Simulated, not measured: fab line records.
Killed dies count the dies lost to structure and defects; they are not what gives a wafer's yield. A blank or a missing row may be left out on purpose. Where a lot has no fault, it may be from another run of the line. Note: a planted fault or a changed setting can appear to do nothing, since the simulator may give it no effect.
Struck lot and sound lot, side by side | flow n5_finfet | 14 out of 1938 route steps
Sound: these wafers, L754.2, L754.5, L754.6. The struck wafers were L742.1, L742.2, L742.6. The cause comes at the end.
For every step that has rows: the tool of each side, followed by ch and its chambers, followed by its first start. Under that, the readings that differ: sound wafers | struck wafers | difference of the means | sigmas: that difference in standard deviations of wafers without a fault.
alike: a reading whose means differ by less than 2 such deviations, as well as words and numbers matching on both sides. not compared: withheld readings; readings where some wafer has no value; bounds like >300 that might hide an equal value; numbers whose values overlap and for which the record gives no deviation.
The two part at a step that has a row with sigmas, a row that says differs or no value, or rows on one side only. Non-overlapping numbers with no deviation appear without sigmas and do not part them. A reading that every wafer of one side lacks parts them only if that side has two wafers or more.

N5_BEOL_M0_INSPECT_127: inspects for defects (darkfield).
  sound: defect_inspect-01 at day 10 06:33; struck: defect_inspect-01 at day 7 04:11
  alike: raw_defect_count
N5_BEOL_M1_ILD_DEP_00: deposits SiOC from DEMS/O2, target thk 79 nm, time 15.3 s.
  sound on pecvd-03 ch 1,2, day 10 06:35; struck on pecvd-04 ch 0,2, day 7 04:13
  reading            | sound       | struck      | difference | sigmas
  heater_power_w (W) | 544 536 496 | 498 352 355 | -124       | -2
  alike: chamber_pressure_Torr, showerhead_plenum_p_Torr, showerhead_vpp_V, throttle_valve_pct
N5_BEOL_M1_THK_MEAS_01:
  sound: film_metro-02 at day 10 06:40; struck: film_metro-01 at day 7 04:18
  alike: M1_ILD_THK
N5_BEOL_M1_PECVD_72: deposits SiO2 from TEOS/O2, target thk 16 nm, time 18 s.
  sound on pecvd-02 ch 0,1, day 10 06:41; struck on pecvd-03 ch 0,1,2, day 7 04:20
  alike: chamber_pressure_Torr, heater_power_w, showerhead_plenum_p_Torr, showerhead_vpp_V, throttle_valve_pct
N5_BEOL_M1_HM_DEP_02: deposits TiN, target thk 20 nm.
  sound: pvd_sputter-01 at day 10 07:21; struck: pvd_sputter-03 at day 7 04:25
  reading              | sound             | struck            | difference | sigmas
  substrate_temp_c (C) | 24.77 24.89 24.83 | 25.18 25.20 25.21 | +0.37      | +3
  alike: chamber_pressure_pa, throttle_valve_pct
then, 7 steps without rows for these wafers: N5_BEOL_M1_COAT_61 (time 60 s, resist thk 60 nm); N5_BEOL_M1_COAT_62 (time 60 s, resist thk 12 nm); N5_BEOL_M1_COAT_73 (time 60 s, resist thk 5 nm); N5_BEOL_M1_COAT_05 (resist thk 30 nm); N5_BEOL_M1_EBR_07; N5_BEOL_M1_SOFTBAKE_06 (time 60 s); N5_BEOL_M1_EXPOSE_08 (exposes mask M1).
N5_BEOL_M1_PEB_09: peb time 60 s.
  struck on litho_track-05, day 7 04:45; sound on litho_track-03 ch 0, day 10 07:40
  no value came back on the struck wafers for chill_plate_temp_C (C), exhaust_pa (Pa); on the sound wafers chill_plate_temp_C (C) reads 23.08 23.10 23.08
then, 1 step without rows for these wafers: N5_BEOL_M1_DEVELOP_10 (develop time 30 s).

## WHERE THEY PART
Last at N5_BEOL_M1_PEB_09 as far as this record goes, first at N5_BEOL_M1_ILD_DEP_00.

WHY: what the simulator had put in
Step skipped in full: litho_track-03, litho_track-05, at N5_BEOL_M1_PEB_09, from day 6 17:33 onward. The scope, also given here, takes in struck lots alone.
